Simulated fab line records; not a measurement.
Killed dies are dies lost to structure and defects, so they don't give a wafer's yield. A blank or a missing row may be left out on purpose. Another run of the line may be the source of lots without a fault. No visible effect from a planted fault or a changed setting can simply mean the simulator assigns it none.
fab line records -- flow n5-finfet
record: lots: 7, wafers: 21
route steps=1938 shown BEOL_M2@879 BEOL_M5@1115 BEOL_M7@1263
start-h: the number of hours between the record's first day and the start of the first shown wafer of the lot -- wait-h: hours since the lot's step before -- " the same as in the row above -- L1.1+2: several wafers, shown together as one row -- - either no value or no given start -- * or withheld: withheld -- < > ~ a bound
route shown NAME@n: a module of which the file shows steps, and the number in the route of the first -- usual: mean/standard deviation of fault-free wafers -- same: alike in all rows -- chamber/n: place in a boat -- sites: readings site by site -- _std_site: standard deviation across them -- _edge_site: mean of outer sites minus mean of inner sites -- radius-mm: for every site, how far away it sits from the centre of the wafer -- mask NAME#n: copy n -- behind: the most recent tool/chamber to have shaped the wafer -- hold: what put the lot on hold/how long, in hours/how the hold closed -- device: the transistor (n, p or np) that didn't switch -- end of line: the same wafers' tests at the end of the route -- a step given without rows: its recipe and nothing more -- killed: dies lost to structure and defects at the first sort, not the wafer's yield -- map: the dies of a wafer, with x for killed, . for not killed, _ for no die there
set.NAME: the run value of the setting; set.NAME@STEP: its run value at that earlier step -- model.NAME: the simulator's own value behind a step, which no gauge read
one table per step and one row per wafer, for lots whose settings were changed on purpose
== steps ==
step: N5_BEOL_M2_DESCUM_33
recipe: chemistry: O2, time-s: 7, source-power-w: 50, bias-power-w: 20, pressure-mtorr: 20, rf-frequency-hz: 2.712e+07, temp-c: 40, resist: CAR-EUV, o2-flow-sccm: 225
lot.wafer,tool,chamber,start-h,wait-h,set.time-s
L075.2+3+5,rie-diel-06,"0,3,1",140.53,0.1,7
L077.1+2+3,rie-diel-04,"1,0,2",148.42,0.0,7
L081.3+5+6,rie-diel-06,"3,0,1",181.65,0.0,7
L085.1+3+4,rie-diel-05,"1,2,0",210.94,0.2,7
L090.2+4+6,rie-diel-05,"0,1,2",225.30,0.3,7
L092.1,rie-diel-05,1,243.58,0.0,6.426
L092.4+6,rie-diel-05,"2,1",243.58,0.0,7
L097.1,rie-diel-04,0,278.09,0.0,7.863
L097.2+3,rie-diel-04,"2,1",278.09,0.0,7
step: N5_BEOL_M2_ETCH_77
recipe: chemistry: N2/H2, target: underlayer, target-depth-a: 65, mask-material: CAR-EUV, time-s: 5.2, ion-energy-ev: 200, pressure-mtorr: 30, source-w: 840, bias-w: 150, n2-flow-sccm: 200, h2-flow-sccm: 200, ends: cleared
step: N5_BEOL_M2_ETCH_69
recipe: chemistry: CF4, target: SiARC, target-depth-a: 156, mask-material: CAR-EUV, time-s: 26, ion-energy-ev: 80, pressure-mtorr: 40, source-w: 545, bias-w: 36, Ar_flow_sccm: 100, cf4-flow-sccm: 100, ends: cleared
step: N5_BEOL_M2_ALD_98
recipe: material: SiO2, target-thk-a: 25, temp-c: 100, ald-precursor-family: BDEAS, ald-co-reactant: O2-plasma, pulse-time-s: 1, co-reactant-pulse-time-s: 1, purge-time-s: 2, co-reactant-purge-time-s: 2, ald-cycles: 17, pressure-torr: 2
step: N5_BEOL_M2_ETCHBACK_99
recipe: chemistry: CHF3, target: SiO2, target-depth-a: 50, time-s: 10.4, source-w: 215, bias-w: 47, Ar_flow_sccm: 200, CHF3_flow_sccm: 12, ion-energy-ev: 100, pressure-mtorr: 30
step: N5_BEOL_M2_ETCH_70
recipe: chemistry: N2/H2, target: SOC, target-depth-a: 800, overetch-a: 240, mask-material: SiARC, temp-c: 40, time-s: 130, ion-energy-ev: 200, pressure-mtorr: 30, source-w: 840, bias-w: 150, n2-flow-sccm: 200, h2-flow-sccm: 200
lot.wafer,tool,chamber,start-h,wait-h,set.spin-rpm@BEOL_M2_COAT_67,model.etch.depth-nm
L075.2,rie-diel-04,0,149.14,0.0,1633,57.49
L075.3,rie-diel-04,2,149.14,0.0,1500,60.13
L075.5,rie-diel-04,0,149.14,0.0,1633,57.63
L077.1,rie-diel-05,3,149.76,0.0,1500,59.78
L077.2,rie-diel-05,1,149.76,0.0,1500,59.69
L077.3,rie-diel-05,2,149.76,0.0,1500,60.04
L081.3,rie-diel-05,0,182.15,0.0,1500,59.76
L081.5,rie-diel-05,2,182.15,0.0,1370,62.79
L081.6,rie-diel-05,3,182.15,0.0,1370,62.54
L085.1,rie-diel-06,2,213.66,0.0,1500,60.08
L085.3,rie-diel-06,3,213.66,0.0,1500,60.23
L085.4,rie-diel-06,1,213.66,0.0,1500,60.05
L090.2,rie-diel-06,2,231.71,0.0,1500,60.05
L090.4,rie-diel-06,1,231.71,0.0,1500,59.98
L090.6,rie-diel-06,0,231.71,0.0,1500,59.95
L092.1,rie-diel-06,0,245.94,0.0,1500,60
L092.4,rie-diel-06,2,245.94,0.0,1500,60.07
L092.6,rie-diel-06,0,245.94,0.0,1500,59.93
L097.1,rie-diel-04,1,282.41,0.0,1500,60.03
L097.2,rie-diel-04,0,282.41,0.0,1405,62.19
L097.3,rie-diel-04,2,282.41,0.0,1500,60.08
step: N5_BEOL_M2_STRIP_71
recipe: chemistry: N2/H2, temp-c: 40, n2-flow-sccm: 200, h2-flow-sccm: 200, rf-frequency-hz: 6e+07
step: N5_BEOL_M2_STRIP_78
recipe: chemistry: N2/H2, temp-c: 40, n2-flow-sccm: 200, h2-flow-sccm: 200, rf-frequency-hz: 6e+07
step: N5_BEOL_M2_VIA_ETCH_34
recipe: chemistry: C4F6/O2, target-depth-a: 694, mask-material: SOC, pressure-mtorr: 15, ion-energy-ev: 250, taper-deg: 4, time-s: 65.9, source-w: 350, bias-w: 170, Ar_flow_sccm: 300, C4F6_flow_sccm: 10, O2_flow_sccm: 10
lot.wafer,tool,chamber,start-h,wait-h,set.spin-rpm@BEOL_M2_COAT_67,model.SOC_of_BEOL_M2_COAT_67.thk-nm
L075.2,rie-diel-04,0,149.25,0.0,1633,49.2
L075.3,rie-diel-04,2,149.25,0.0,1500,51.8
L075.5,rie-diel-04,0,149.25,0.0,1633,49.4
L077.1+3,rie-diel-05,"3,2",149.86,0.0,1500,51.8
L077.2,rie-diel-05,1,149.86,0.0,1500,51.4
L081.3,rie-diel-05,0,182.25,0.0,1500,51.6
L081.5,rie-diel-05,2,182.25,0.0,1370,54.4
L081.6,rie-diel-05,3,182.25,0.0,1370,54.6
L085.1+3,rie-diel-06,"2,3",213.77,0.0,1500,52
L085.4,rie-diel-06,1,213.77,0.0,1500,51.8
L090.2+4+6,rie-diel-06,"2,1,0",231.82,0.0,1500,51.8
L092.1+4,rie-diel-06,"0,2",246.05,0.0,1500,52
L092.6,rie-diel-06,0,246.05,0.0,1500,51.8
L097.1,rie-diel-04,1,282.52,0.0,1500,51.8
L097.2,rie-diel-04,0,282.52,0.0,1405,54.2
L097.3,rie-diel-04,2,282.52,0.0,1500,52
step: N5_BEOL_M5_PECVD_70
recipe: material: SiO2, target-thk-a: 160, temp-c: 400, precursor: TEOS/O2, pressure-torr: 5.5, rf-w: 450, teos-flow-sccm: 53.8, gas: O2, flow-sccm: 3000, time-s: 18
lot.wafer,tool,chamber,start-h,wait-h,set.time-s,model.SiO2_of_BEOL_M5_PECVD_70.thk-nm
L075.2,pecvd-03,1,183.13,0.0,20.55,17.6
L075.3,pecvd-03,2,183.13,0.0,18,16
L075.5,pecvd-03,0,183.13,0.0,18,15.8
L077.1,pecvd-03,2,185.13,0.0,18,16
L077.2+3,pecvd-03,"0,1",185.13,0.0,18,15.6
L081.3,pecvd-02,0,215.82,0.0,18,15.8
L081.5+6,pecvd-02,"0,1",215.82,0.0,16.31,14.6
L085.1,pecvd-03,0,239.93,0.0,19.53,17.2
L085.3,pecvd-03,1,239.93,0.0,18,15.6
L085.4,pecvd-03,2,239.93,0.0,19.53,17.6
L090.2+4,pecvd-03,"2,0",267.01,0.0,18,15.8
L090.6,pecvd-03,2,267.01,0.0,18,16
L092.1,pecvd-03,2,285.02,0.0,18,15.8
L092.4,pecvd-03,1,285.02,0.0,18,16
L092.6,pecvd-03,0,285.02,0.0,16.64,14.6
L097.1,pecvd-02,2,314.74,0.0,20.41,17.8
L097.2+3,pecvd-02,"1,0",314.74,0.0,18,15.8
step: N5_BEOL_M5_TRENCH_ETCH_37
recipe: chemistry: C4F6/O2, target-depth-a: 716.52, target: SiCOH_lowk, time-s: 24.7, ion-energy-ev: 250, pressure-mtorr: 30, source-w: 345, bias-w: 185, Ar_flow_sccm: 300, C4F6_flow_sccm: 10, O2_flow_sccm: 10
usual: rf-vpp-V: 667/4.9
lot.wafer,tool,chamber,start-h,wait-h,set.source-w,rf-vpp-V
L075.2,rie-diel-03,2,-,-,345,661
L075.3,rie-diel-03,3,-,-,345,669
L075.5,rie-diel-03,1,-,-,300.3,716
L077.1,rie-diel-02,2,-,-,345,659
L077.2,rie-diel-02,1,-,-,398.9,619
L077.3,rie-diel-02,3,-,-,345,669
L081.3,rie-diel-03,0,-,-,345,673
L081.5,rie-diel-03,0,-,-,371.9,648
L081.6,rie-diel-03,3,-,-,345,667
L085.1,rie-diel-02,2,-,-,388.3,621
L085.3,rie-diel-02,1,-,-,345,666
L085.4,rie-diel-02,0,-,-,388.3,627
L090.2,rie-diel-01,1,-,-,345,668
L090.4,rie-diel-01,2,-,-,345,665
L090.6,rie-diel-01,2,-,-,345,666
L092.1,rie-diel-03,0,-,-,326.4,693
L092.4,rie-diel-03,3,-,-,326.4,687
L092.6,rie-diel-03,2,-,-,345,660
L097.1,rie-diel-03,0,-,-,345,671
L097.2,rie-diel-03,1,-,-,345,667
L097.3,rie-diel-03,3,-,-,307,709
step: N5_BEOL_M5_ETCH_41
recipe: chemistry: CH3F/O2, target: SiCN, target-depth-a: 315, taper-deg: 2, time-s: 56.7, ion-energy-ev: 120, mask-material: TiN, pressure-mtorr: 30, source-w: 395, bias-w: 75, Ar_flow_sccm: 150, CH3F_flow_sccm: 30, O2_flow_sccm: 20
usual: rf-vpp-V: 298.1/1.5
lot.wafer,tool,chamber,start-h,wait-h,set.source-w,rf-vpp-V,model.etch.depth-nm
L075.2,rie-diel-03,2,-,-,348.1,312.8,20.57
L075.3,rie-diel-03,3,-,-,348.1,310.9,21.01
L075.5,rie-diel-03,1,-,-,395,297.7,21.13
L077.1,rie-diel-02,2,-,-,395,295.1,21.41
L077.2,rie-diel-02,1,-,-,335.5,314.1,20.18
L077.3,rie-diel-02,3,-,-,395,298.1,21.08
L081.3,rie-diel-03,0,-,-,436.2,286.3,22.32
L081.5,rie-diel-03,0,-,-,395,297.2,21.55
L081.6,rie-diel-03,3,-,-,436.2,288.1,22.97
L085.1,rie-diel-02,2,-,-,346.7,308.9,20.38
L085.3,rie-diel-02,1,-,-,395,297.7,21.62
L085.4,rie-diel-02,0,-,-,395,297.1,21.14
L090.2,rie-diel-01,1,-,-,395,299.6,21.59
L090.4,rie-diel-01,2,-,-,395,295.8,22.02
L090.6,rie-diel-01,2,-,-,395,296.0,21.83
L092.1,rie-diel-03,0,-,-,343.5,309.7,20.23
L092.4,rie-diel-03,3,-,-,395,297.0,21.88
L092.6,rie-diel-03,2,-,-,395,300.0,21.44
L097.1,rie-diel-03,0,-,-,395,295.9,21.13
L097.2,rie-diel-03,1,-,-,357.8,308.1,20.28
L097.3,rie-diel-03,3,-,-,395,297.8,21.79
step: N5_BEOL_M5_STRIP_91
recipe: chemistry: N2/H2, time-s: 10, power-w: 450, temp-c: 40, pressure-mtorr: 20, rf-frequency-hz: 6e+07, bias-power-w: 7, n2-flow-sccm: 200, h2-flow-sccm: 200
step: N5_BEOL_M5_HM_STRIP_39
recipe: chemistry: peroxide-tin-strip, material: TiN, target-depth-a: 250, temp-c: 50, time-s: 158
lot.wafer,tool,chamber,start-h,wait-h,set.time-s@BEOL_M5_PECVD_70,model.SiO2_of_BEOL_M5_PECVD_70.thk-nm
L075.2,wet-bench-01,2,185.76,0.0,20.55,17.4
L075.3,wet-bench-01,1,185.76,0.0,18,15.8
L075.5,wet-bench-01,7,185.76,0.0,18,15.6
L077.1,wet-bench-04,0,187.93,0.0,18,15.8
L077.2+3,wet-bench-04,"7,3",187.93,0.0,18,15.6
L081.3,wet-bench-04,3,219.47,0.0,18,15.6
L081.5,wet-bench-04,2,219.47,0.0,16.31,14.6
L081.6,wet-bench-04,7,219.47,0.0,16.31,14.4
L085.1,wet-bench-01,5,242.60,0.0,19.53,17
L085.3,wet-bench-01,0,242.60,0.0,18,15.6
L085.4,wet-bench-01,3,242.60,0.0,19.53,17.4
L090.2+4,wet-bench-02,"4,5",270.55,0.0,18,15.6
L090.6,wet-bench-02,7,270.55,0.0,18,15.8
L092.1,wet-bench-04,6,288.09,0.0,18,15.6
L092.4,wet-bench-04,7,288.09,0.0,18,16
L092.6,wet-bench-04,2,288.09,0.0,16.64,14.4
L097.1,wet-bench-04,3,320.75,0.0,20.41,17.6
L097.2+3,wet-bench-04,"6,2",320.75,0.0,18,15.6
step: N5_BEOL_M7_ILD_DEP_00
recipe: material: SiCOH_lowk, target-thk-a: 1797.5, temp-c: 300, precursor: DEMS/porogen, pressure-torr: 5, rf-w: 500, time-s: 33.4
lot.wafer,tool,chamber,start-h,wait-h,set.time-s,model.SiCOH_lowk_of_BEOL_M7_ILD_DEP_00.thk-nm
L075.2,pecvd-02,1,206.90,0.0,37.05,196.4
L075.3,pecvd-02,2,206.90,0.0,37.05,198.8
L075.5,pecvd-02,1,206.90,0.0,33.4,181.4
L077.1+2,pecvd-04,"1,0",207.12,0.0,33.4,179.4
L077.3,pecvd-04,1,207.12,0.0,33.4,182.8
L081.3,pecvd-04,1,233.69,0.0,33.4,178.4
L081.5,pecvd-04,0,233.69,0.0,37.58,203.2
L081.6,pecvd-04,2,233.69,0.0,37.58,205.2
L085.1,pecvd-01,1,257.14,0.0,33.4,179.2
L085.3,pecvd-01,0,257.14,0.0,33.4,177.2
L085.4,pecvd-01,1,257.14,0.0,33.4,183
L090.2+6,pecvd-04,2,285.93,0.0,33.4,180.8
L090.4,pecvd-04,1,285.93,0.0,33.4,184.2
L092.1,pecvd-02,0,303.84,0.0,33.4,179.4
L092.4,pecvd-02,1,303.84,0.0,33.4,180.6
L092.6,pecvd-02,2,303.84,0.0,33.4,182
L097.1,pecvd-04,0,337.76,0.0,33.4,180.2
L097.2,pecvd-04,2,337.76,0.0,33.4,179.6
L097.3,pecvd-04,1,337.76,0.0,33.4,180
step: N5_BEOL_M7_CURE_74
recipe: temp-c: 385, time-s: 240, ambient: He/Ar, material: SiCOH_lowk
lot.wafer,tool,chamber,start-h,wait-h,set.time-s@BEOL_M7_ILD_DEP_00,model.SiCOH_lowk_of_BEOL_M7_ILD_DEP_00.thk-nm
L075.2,uv-cure-03,1,207.06,0.1,37.05,169.6
L075.3,uv-cure-03,1,207.06,0.1,37.05,171.6
L075.5,uv-cure-03,1,207.06,0.1,33.4,156.4
L077.1+2,uv-cure-01,0,207.25,0.1,33.4,154.6
L077.3,uv-cure-01,0,207.25,0.1,33.4,157.6
L081.3,uv-cure-03,1,233.91,0.2,33.4,154
L081.5,uv-cure-03,1,233.91,0.2,37.58,175.6
L081.6,uv-cure-03,1,233.91,0.2,37.58,177.2
L085.1,uv-cure-02,1,257.20,0.0,33.4,154.6
L085.3,uv-cure-02,1,257.20,0.0,33.4,152.8
L085.4,uv-cure-02,1,257.20,0.0,33.4,157.8
L090.2,uv-cure-02,2,286.08,0.1,33.4,156
L090.4,uv-cure-02,2,286.08,0.1,33.4,158.8
L090.6,uv-cure-02,2,286.08,0.1,33.4,155.8
L092.1,uv-cure-01,1,303.90,0.0,33.4,154.8
L092.4,uv-cure-01,1,303.90,0.0,33.4,155.8
L092.6,uv-cure-01,1,303.90,0.0,33.4,157
L097.1,uv-cure-01,1,337.83,0.0,33.4,155.4
L097.2,uv-cure-01,1,337.83,0.0,33.4,154.8
L097.3,uv-cure-01,1,337.83,0.0,33.4,155.2
step: N5_BEOL_M7_THK_MEAS_01
recipe: reads: SiCOH_lowk_of_BEOL_M7_ILD_DEP_00
usual: M7_ILD_THK: 155.4/1.8
lot.wafer,tool,chamber,start-h,wait-h,set.time-s@BEOL_M7_ILD_DEP_00,M7_ILD_THK[nm]
L075.2,film-metro-02,-,207.50,0.4,37.05,169.5
L075.3,film-metro-02,-,207.50,0.4,37.05,171.7
L075.5,film-metro-02,-,207.50,0.4,33.4,156.4
L077.1,film-metro-01,-,207.76,0.4,33.4,154.8
L077.2,film-metro-01,-,207.76,0.4,33.4,154.7
L077.3,film-metro-01,-,207.76,0.4,33.4,157.6
L081.3,film-metro-02,-,234.26,0.3,33.4,154.2
L081.5,film-metro-02,-,234.26,0.3,37.58,175.6
L081.6,film-metro-02,-,234.26,0.3,37.58,177.2
L085.1,film-metro-01,-,257.72,0.4,33.4,154.5
L085.3,film-metro-01,-,257.72,0.4,33.4,152.7
L085.4,film-metro-01,-,257.72,0.4,33.4,157.7
L090.2,film-metro-01,-,286.51,0.4,33.4,155.9
L090.4,film-metro-01,-,286.51,0.4,33.4,158.8
L090.6,film-metro-01,-,286.51,0.4,33.4,155.8
L092.1,film-metro-01,-,304.42,0.4,33.4,154.8
L092.4,film-metro-01,-,304.42,0.4,33.4,155.9
L092.6,film-metro-01,-,304.42,0.4,33.4,157.1
L097.1,film-metro-02,-,338.34,0.4,33.4,155.4
L097.2,film-metro-02,-,338.34,0.4,33.4,154.8
L097.3,film-metro-02,-,338.34,0.4,33.4,155.3
step: N5_BEOL_M7_HM_DEP_02
recipe: material: TiN, target-thk-a: 200, temp-c: 25, chamber-pressure-pa: 0.49996
lot.wafer,tool,chamber,start-h,wait-h,set.target-thk-a,model.TiN_of_BEOL_M7_HM_DEP_02.thk-nm
L075.2+5,pvd-sputter-01,-,208.57,1.0,200,20.2
L075.3,pvd-sputter-01,-,208.57,1.0,200,20.4
L077.1,pvd-sputter-01,-,209.31,1.5,224.1,22.4
L077.2,pvd-sputter-01,-,209.31,1.5,224.1,22.6
L077.3,pvd-sputter-01,-,209.31,1.5,200,19.8
L081.3+6,pvd-sputter-01,-,235.47,1.1,200,19.8
L081.5,pvd-sputter-01,-,235.47,1.1,209.5,20.8
L085.1+3,pvd-sputter-03,-,260.35,2.6,187.6,18.6
L085.4,pvd-sputter-03,-,260.35,2.6,187.6,18.4
L090.2,pvd-sputter-01,-,288.24,1.7,200,20.2
L090.4,pvd-sputter-01,-,288.24,1.7,200,20
L090.6,pvd-sputter-01,-,288.24,1.7,200,20.4
L092.1+6,pvd-sputter-03,-,306.90,2.4,200,20.2
L092.4,pvd-sputter-03,-,306.90,2.4,210.7,21
L097.1+3,pvd-sputter-01,-,339.63,1.2,200,19.6
L097.2,pvd-sputter-01,-,339.63,1.2,177.6,17.2
step: N5_BEOL_M7_COAT_59
recipe: resist: SOC, temp-c: 250, time-s: 60, spin-rpm: 1500, resist-thk-nm: 100
step: N5_BEOL_M7_COAT_60
recipe: resist: SiARC, temp-c: 220, time-s: 60, spin-rpm: 1500, resist-thk-nm: 35
step: N5_BEOL_M7_STRIP_68
recipe: chemistry: N2/H2, temp-c: 40, n2-flow-sccm: 200, h2-flow-sccm: 200, rf-frequency-hz: 6e+07
step: N5_BEOL_M7_STRIP_67
recipe: chemistry: CF4, resist: SiARC, power-w: 300, bias-power-w: 75, pressure-mtorr: 50, cf4-flow-sccm: 150, rf-frequency-hz: 6e+07
step: N5_BEOL_M7_HM_OPEN_17
recipe: chemistry: Cl2/BCl3, target-depth-a: 200, overetch-a: 60, target: TiN, mask-material: SOC, ion-energy-ev: 150, pressure-mtorr: 10, icp-w: 1000, bias-w: 126, Cl2_flow_sccm: 53.25, bcl3-flow-sccm: 21.75, Ar_flow_sccm: 25
lot.wafer,tool,chamber,start-h,wait-h,set.target-thk-a@BEOL_M7_HM_DEP_02,model.etch.depth-nm
L075.2,rie-metal-01,1,209.43,0.0,200,20.16
L075.3,rie-metal-01,1,209.43,0.0,200,20.4
L075.5,rie-metal-01,0,209.43,0.0,200,20.15
L077.1,rie-metal-01,0,210.05,0.0,224.1,22.32
L077.2,rie-metal-01,1,210.05,0.0,224.1,22.57
L077.3,rie-metal-01,0,210.05,0.0,200,19.83
L081.3,rie-metal-03,0,236.36,0.1,200,19.88
L081.5,rie-metal-03,1,236.36,0.1,209.5,20.82
L081.6,rie-metal-03,0,236.36,0.1,200,19.85
L085.1,rie-metal-01,1,261.09,0.0,187.6,18.58
L085.3,rie-metal-01,1,261.09,0.0,187.6,18.59
L085.4,rie-metal-01,0,261.09,0.0,187.6,18.48
L090.2,rie-metal-02,0,289.81,0.0,200,20.25
L090.4,rie-metal-02,1,289.81,0.0,200,20.09
L090.6,rie-metal-02,0,289.81,0.0,200,20.4
L092.1,rie-metal-01,1,307.88,0.0,200,20.23
L092.4,rie-metal-01,1,307.88,0.0,210.7,21.04
L092.6,rie-metal-01,1,307.88,0.0,200,20.21
L097.1,rie-metal-03,0,340.73,0.0,200,19.57
L097.2,rie-metal-03,1,340.73,0.0,177.6,17.22
L097.3,rie-metal-03,1,340.73,0.0,200,19.64
step: N5_BEOL_M7_DESCUM_33
recipe: chemistry: O2, time-s: 7, source-power-w: 50, bias-power-w: 20, pressure-mtorr: 20, rf-frequency-hz: 2.712e+07, temp-c: 40, resist: CAR-EUV, o2-flow-sccm: 225
lot.wafer,tool,chamber,start-h,wait-h,set.time-s,model.CAR-EUV_of_BEOL_M7_COAT_22.thk-nm
L075.2+5,rie-diel-03,"0,2",210.57,0.4,6.022,26.6
L075.3,rie-diel-03,2,210.57,0.4,7,26.2
L077.1,rie-diel-03,2,211.06,0.2,7.836,25.8
L077.2+3,rie-diel-03,"3,1",211.06,0.2,7,26.2
L081.3+5+6,rie-diel-02,"1,1,2",238.79,0.4,7,26
L085.1+3,rie-diel-01,"3,1",262.25,0.0,7,26
L085.4,rie-diel-01,2,262.25,0.0,8.176,25.6
L090.2+4+6,rie-diel-03,"2,0,1",291.74,0.1,7,26
L092.1,rie-diel-01,1,308.56,0.0,7.767,25.8
L092.4,rie-diel-01,3,308.56,0.0,7,26.2
L092.6,rie-diel-01,1,308.56,0.0,7,26
L097.1,rie-diel-03,2,342.00,0.3,5.524,26.8
L097.2,rie-diel-03,0,342.00,0.3,7,26.2
L097.3,rie-diel-03,3,342.00,0.3,7,26
step: N5_BEOL_M7_ETCH_72
recipe: chemistry: N2/H2, target: underlayer, target-depth-a: 65, mask-material: CAR-EUV, time-s: 5.2, ion-energy-ev: 200, pressure-mtorr: 30, source-w: 840, bias-w: 150, n2-flow-sccm: 200, h2-flow-sccm: 200, ends: cleared
lot.wafer,tool,chamber,start-h,wait-h,set.time-s@BEOL_M7_DESCUM_33,model.CAR-EUV_of_BEOL_M7_COAT_22.thk-nm
L075.2+5,rie-diel-03,"0,2",210.61,0.0,6.022,21
L075.3,rie-diel-03,2,210.61,0.0,7,20.4
L077.1,rie-diel-03,2,211.09,0.0,7.836,20
L077.2+3,rie-diel-03,"3,1",211.09,0.0,7,20.4
L081.3,rie-diel-02,1,238.83,0.0,7,20.4
L081.5+6,rie-diel-02,"1,2",238.83,0.0,7,20.2
L085.1+3,rie-diel-01,"3,1",262.29,0.0,7,20.2
L085.4,rie-diel-01,2,262.29,0.0,8.176,19.8
L090.2+6,rie-diel-03,"2,1",291.77,0.0,7,20.2
L090.4,rie-diel-03,0,291.77,0.0,7,20.4
L092.1,rie-diel-01,1,308.61,0.0,7.767,20
L092.4+6,rie-diel-01,"3,1",308.61,0.0,7,20.4
L097.1,rie-diel-03,2,342.04,0.0,5.524,21
L097.2+3,rie-diel-03,"0,3",342.04,0.0,7,20.4
== key ==
split: step: N5_BEOL_M2_DESCUM_33, setting: time-s, stated: 7, by: wafer
response none clear
split: step: N5_BEOL_M5_PECVD_70, setting: time-s, stated: 18, by: wafer
response: step: N5_BEOL_M5_PECVD_70, reading: model.SiO2_of_BEOL_M5_PECVD_70.thk-nm, change: +0.146, per: 1%, r: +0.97
response: step: N5_BEOL_M5_HM_STRIP_39, reading: model.SiO2_of_BEOL_M5_PECVD_70.thk-nm, change: +0.143, per: 1%, r: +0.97
split: step: N5_BEOL_M5_TRENCH_ETCH_37, setting: source-w, stated: 345, by: wafer
response: step: N5_BEOL_M5_TRENCH_ETCH_37, reading: rf-vpp-V, change: -3.39, per: 1%, r: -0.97
split: step: N5_BEOL_M5_ETCH_41, setting: source-w, stated: 395, by: wafer
response: step: N5_BEOL_M5_ETCH_41, reading: rf-vpp-V, change: -1.05, per: 1%, r: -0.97
response: step: N5_BEOL_M5_ETCH_41, reading: model.etch.depth-nm, change: +0.0831, per: 1%, r: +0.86
split: step: N5_BEOL_M7_ILD_DEP_00, setting: time-s, stated: 33.4, by: wafer
response: step: N5_BEOL_M7_ILD_DEP_00, reading: model.SiCOH_lowk_of_BEOL_M7_ILD_DEP_00.thk-nm, change: +1.81, per: 1%, r: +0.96
response: step: N5_BEOL_M7_CURE_74, reading: model.SiCOH_lowk_of_BEOL_M7_ILD_DEP_00.thk-nm, change: +1.58, per: 1%, r: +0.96
response: step: N5_BEOL_M7_THK_MEAS_01, reading: M7_ILD_THK, change: +1.57, per: 1%, r: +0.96
split: step: N5_BEOL_M7_HM_DEP_02, setting: target-thk-a, stated: 200, by: wafer
response: step: N5_BEOL_M7_HM_DEP_02, reading: model.TiN_of_BEOL_M7_HM_DEP_02.thk-nm, change: +0.213, per: 1%, r: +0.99
response: step: N5_BEOL_M7_HM_OPEN_17, reading: model.etch.depth-nm, change: +0.209, per: 1%, r: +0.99
split: step: N5_BEOL_M7_DESCUM_33, setting: time-s, stated: 7, by: wafer
response: step: N5_BEOL_M7_DESCUM_33, reading: model.CAR-EUV_of_BEOL_M7_COAT_22.thk-nm, change: -0.0297, per: 1%, r: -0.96
response: step: N5_BEOL_M7_ETCH_72, reading: model.CAR-EUV_of_BEOL_M7_COAT_22.thk-nm, change: -0.0312, per: 1%, r: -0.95
split outside-this-file step=N5_BEOL_M2_COAT_67 setting=spin-rpm
split outside-this-file: this setting was split too, and the file shows its column; the key of that split is in another file
